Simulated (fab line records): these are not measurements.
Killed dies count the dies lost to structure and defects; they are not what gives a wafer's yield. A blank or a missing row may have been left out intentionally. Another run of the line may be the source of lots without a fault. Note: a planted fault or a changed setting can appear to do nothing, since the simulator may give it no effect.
What tool caused it? | flow n5Finfet | 9 lots (27 wafers sampled), 1 step of a 1938-step route

## WHAT THE GAUGES READ, wafer by wafer
N5_MOL_CONTACT_COAG_CD_MEAS_101: the cd target is 16 nm.
lot  | measured     | on       | cdNm (nm)
L253 | day 5 22:38  | cdSem-03 | 16.1 16.1 16.8
L258 | day 7 09:50  | cdSem-03 | 16.3 15.5 15.5
L262 | day 8 08:53  | cdSem-02 | 16.5 16.5 16.4
L261 | day 8 11:16  | cdSem-01 | 16.3 16.4 16.6
L263 | day 8 12:55  | cdSem-01 | 16.1 16.2 16.0
L265 | day 9 04:44  | cdSem-01 | 15.7 15.8 15.8
L266 | day 9 05:16  | cdSem-02 | 16.4 16.5 16.6
L269 | day 9 22:56  | cdSem-02 | 15.7 16.1 16.0
L272 | day 10 17:56 | cdSem-01 | 16.2 16.4 16.2

## WHICH TOOL RAN EACH LOT (tool, then ch and the chambers of the sampled wafers, then the start)
The record holds no process step before these readings.

## THE ANSWER, worked out from the rows above alone
Rule: usual is defined by the lots themselves. Put in order of their means at a reading, lots are off if they are a third of the lots or fewer, leave a main group of 4 or more, and stand apart from it by a gap of 3 or more times the standard deviation of the main group's means; of several such gaps the widest counts. If all means in a main group match to the digits the tables above print for the reading, that group is not used. A lot without any number at a reading at which 4 lots or more have one is off too. Where the step has rows for the other lots, those lots are counted as sound.
No lot is off at any reading shown: from this, nothing can be told.

## WHAT WAS PUT IN BY THE SIMULATOR
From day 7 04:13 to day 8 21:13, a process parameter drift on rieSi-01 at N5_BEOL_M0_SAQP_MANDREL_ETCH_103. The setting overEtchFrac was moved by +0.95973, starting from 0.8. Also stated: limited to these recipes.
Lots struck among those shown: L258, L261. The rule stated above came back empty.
